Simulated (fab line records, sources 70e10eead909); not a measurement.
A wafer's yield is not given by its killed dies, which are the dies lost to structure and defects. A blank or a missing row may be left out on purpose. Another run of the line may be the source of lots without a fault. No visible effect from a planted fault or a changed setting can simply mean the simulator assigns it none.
Matching of chambers | flow nand_harc | 4 sister chambers for NHARC_A_M0_ETCH_34 on rie_diel-10
The step etches the open film in N2/H2, target depth 40 nm, overetch 12 nm, time 43.94 s. 4 wafers are shown with their chamber, then 7 later ones without.

== WAFERS, EACH WITH ITS CHAMBER ==
wafer  | chamber | rf_vpp_V (V)
L086.3 | 3       | 426.1
L086.5 | 1       | 429.6
L087.2 | 0       | 427.5
L087.3 | 2       | 430.2

== WAFERS WITH NO CHAMBER GIVEN ==
wafer  | rf_vpp_V (V)
L087.5 | 426.4
L088.1 | 427.4
L088.3 | 428.5
L088.6 | 431.0
L092.1 | 428.4
L092.2 | 429.4
L092.6 | 428.0

== CHAMBER TAKEN BY EACH ==
wafer  | from the rows above          | in truth
L087.5 | can't be placed: 3 or 0      | 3
L088.1 | can't be placed: 0 or 3      | 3
L088.3 | can't be placed: 0 or 1 or 2 | 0
L088.6 | can't be placed: 2 or 1      | 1
L092.1 | can't be placed: 0 or 1 or 2 | 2
L092.2 | can't be placed: 1 or 2      | 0
L092.6 | can't be placed: 0 or 1      | 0
0 of 7 placed correctly. Cannot be placed on the basis of these rows: 7; the candidates contain the true chamber in 6. Number placed wrongly: 0.
How it was worked out, from the rows above alone: a wafer's distance from a chamber is the root of the sum, over the readings, of the square of ((its reading less the chamber's mean) divided by the reading's scatter). The wafer belongs to the nearest chamber; if the next one is less than 2 further off, it can't be placed. A chamber's mean is the mean of its shown wafers. The scatter: with one shown wafer a chamber, the root of the mean of the squares of how far each hidden wafer lies from its nearest shown one.
